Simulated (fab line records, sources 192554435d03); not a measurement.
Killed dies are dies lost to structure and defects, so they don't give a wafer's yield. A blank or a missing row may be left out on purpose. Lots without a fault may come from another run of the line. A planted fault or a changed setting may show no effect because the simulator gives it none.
Chamber matching | flow n5_finfet | N5_BEOL_M13_ILD_DEP_00 on pecvd-02: 3 sister chambers
The step deposits SiOC from DEMS/O2, target thk 837.92 nm, time 166.4 s. 6 wafers are shown with their chamber, then 8 later ones without.

WAFERS WITH THEIR CHAMBER
wafer  | chamber | throttle_valve_pct (%) | showerhead_plenum_p_Torr (Torr)
L081.5 | 1       | 12.4                   | 5.677
L081.6 | 0       | 11.5                   | 5.712
L086.4 | 1       | 12.5                   | 5.691
L086.5 | 2       | 11.5                   | 5.659
L086.6 | 0       | 11.7                   | 5.686
L090.2 | 2       | 11.7                   | 5.682

WAFERS WITHOUT THEIR CHAMBER
wafer  | throttle_valve_pct (%) | showerhead_plenum_p_Torr (Torr)
L090.3 | 12.5                   | 5.696
L090.4 | 11.8                   | 5.711
L092.1 | 12.4                   | 5.697
L092.2 | 11.5                   | 5.675
L092.3 | 11.4                   | 5.692
L092.4 | 11.5                   | 5.697
L092.5 | 12.3                   | 5.696
L092.6 | 11.6                   | 5.662

WHICH CHAMBER EACH WENT THROUGH
wafer  | from the rows above     | in truth
L090.3 | 1                       | 1
L090.4 | can't be placed: 0 or 2 | 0
L092.1 | 1                       | 1
L092.2 | can't be placed: 2 or 0 | 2
L092.3 | can't be placed: 0 or 2 | 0
L092.4 | can't be placed: 0 or 2 | 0
L092.5 | 1                       | 1
L092.6 | can't be placed: 2 or 0 | 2
Placed correctly: 3 of 8. Can't be placed from these rows: 5 (the true chamber is among the candidates in 5). Placed wrongly: 0.
How it was worked out, from the rows above alone: a wafer's distance from a chamber is the root of the sum, over the readings, of the square of ((its reading less the chamber's mean) divided by the reading's scatter). The wafer belongs to the nearest chamber; if the next one is less than 2 further off, it can't be placed. A chamber's mean is the mean of its shown wafers. The scatter: the root of (the sum of the squares of (reading less its chamber's mean) over the shown wafers, divided by (wafers less chambers)).
